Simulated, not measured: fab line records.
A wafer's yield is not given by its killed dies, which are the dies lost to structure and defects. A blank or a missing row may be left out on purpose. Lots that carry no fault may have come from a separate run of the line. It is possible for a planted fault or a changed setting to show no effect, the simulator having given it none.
Chamber matching | flow n5-finfet | 4 sister chambers for N5_GATE_CUT_ETCH_58 on rie-diel-03
The step etches SiNx in CH3F/O2, target depth 17 nm, time 128.6 s. 4 wafers are shown with their chamber, then 11 later ones without.

== WAFERS PAIRED WITH THEIR CHAMBERS ==
wafer  | chamber | showerhead-plenum-p-Torr (Torr)
L083.4 | 3       | 1.94
L087.2 | 1       | 2.06
L087.4 | 2       | 2.04
L090.3 | 0       | 1.96

== WAFERS MISSING THEIR CHAMBER ==
wafer  | showerhead-plenum-p-Torr (Torr)
L090.5 | 1.96
L090.6 | 1.93
L091.1 | 2.03
L091.2 | 1.93
L091.3 | 2.06
L094.1 | 2.03
L094.5 | 2.03
L094.6 | 1.93
L097.3 | 1.93
L097.4 | 2.05
L097.5 | 2.05

== WHICH CHAMBER EACH ONE RAN IN ==
wafer  | from the rows above     | in truth
L090.5 | 0                       | 0
L090.6 | 3                       | 3
L091.1 | 2                       | 2
L091.2 | 3                       | 3
L091.3 | 1                       | 1
L094.1 | 2                       | 2
L094.5 | 2                       | 2
L094.6 | 3                       | 3
L097.3 | 3                       | 3
L097.4 | can't be placed: 2 or 1 | 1
L097.5 | can't be placed: 2 or 1 | 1
Placed correctly: 9 of 11. Unplaceable from these rows: 2, with the true chamber sitting among the candidates in 2. Placed wrongly: 0.
How it was worked out, from the rows above alone: a wafer's distance from a chamber is the root of the sum, over the readings, of the square of ((its reading less the chamber's mean) divided by the reading's scatter). If the next closest chamber is less than 2 further off than the closest, the wafer can't be placed; otherwise it belongs to the closest. Each chamber's mean is taken over the wafers shown for it. The scatter (one wafer shown for each chamber): square how far every hidden wafer sits from the nearest shown wafer, average those squares and take the square root.
